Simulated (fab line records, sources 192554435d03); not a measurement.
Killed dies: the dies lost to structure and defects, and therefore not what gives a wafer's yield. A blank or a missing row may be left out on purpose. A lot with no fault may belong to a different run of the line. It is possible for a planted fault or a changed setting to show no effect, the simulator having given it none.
Matching of chambers || flow n5_finfet || 3 sister chambers for N5_BEOL_M4_CO_CAP_55 on cvd_co-01
The step material Co, precursor CCTBA/H2, target thk 2 nm, time 102.1 s. 3 wafers are shown with their chamber, then 12 later ones without.

WAFERS PAIRED WITH THEIR CHAMBERS
{"wafer": "L080.5", "chamber": 0, "heater_power_w (W)": 239}
{"wafer": "L090.2", "chamber": 2, "heater_power_w (W)": 193}
{"wafer": "L090.4", "chamber": 1, "heater_power_w (W)": 257}

WAFERS WITHOUT THEIR CHAMBER
{"wafer": "L089.2", "heater_power_w (W)": 254}
{"wafer": "L089.4", "heater_power_w (W)": 243}
{"wafer": "L089.5", "heater_power_w (W)": 196}
{"wafer": "L091.2", "heater_power_w (W)": 235}
{"wafer": "L091.4", "heater_power_w (W)": 199}
{"wafer": "L091.5", "heater_power_w (W)": 245}
{"wafer": "L092.1", "heater_power_w (W)": 237}
{"wafer": "L092.2", "heater_power_w (W)": 198}
{"wafer": "L092.3", "heater_power_w (W)": 257}
{"wafer": "L094.2", "heater_power_w (W)": 237}
{"wafer": "L094.3", "heater_power_w (W)": 199}
{"wafer": "L094.4", "heater_power_w (W)": 263}

THE CHAMBER EACH PASSED THROUGH
{"wafer": "L089.2", "from the rows above": 1, "in truth": 1}
{"wafer": "L089.4", "from the rows above": 0, "in truth": 0}
{"wafer": "L089.5", "from the rows above": 2, "in truth": 2}
{"wafer": "L091.2", "from the rows above": 0, "in truth": 0}
{"wafer": "L091.4", "from the rows above": 2, "in truth": 2}
{"wafer": "L091.5", "from the rows above": "can't be placed: 0 or 1", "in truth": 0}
{"wafer": "L092.1", "from the rows above": 0, "in truth": 0}
{"wafer": "L092.2", "from the rows above": 2, "in truth": 2}
{"wafer": "L092.3", "from the rows above": 1, "in truth": 1}
{"wafer": "L094.2", "from the rows above": 0, "in truth": 0}
{"wafer": "L094.3", "from the rows above": 2, "in truth": 2}
{"wafer": "L094.4", "from the rows above": 1, "in truth": 1}
11 of 12 placed correctly. Not placeable from these rows: 1 (in 1, the candidates include the true chamber). Placed wrongly: 0.
How it was worked out, from the rows above alone: a wafer's distance from a chamber is the root of the sum, over the readings, of the square of ((its reading less the chamber's mean) divided by the reading's scatter). The wafer belongs to the nearest chamber; if the next one is less than 2 further off, it can't be placed. A chamber's mean is the mean of its shown wafers. The scatter: root of mean squared gap, hidden wafer to nearest shown wafer, with one shown wafer a chamber.
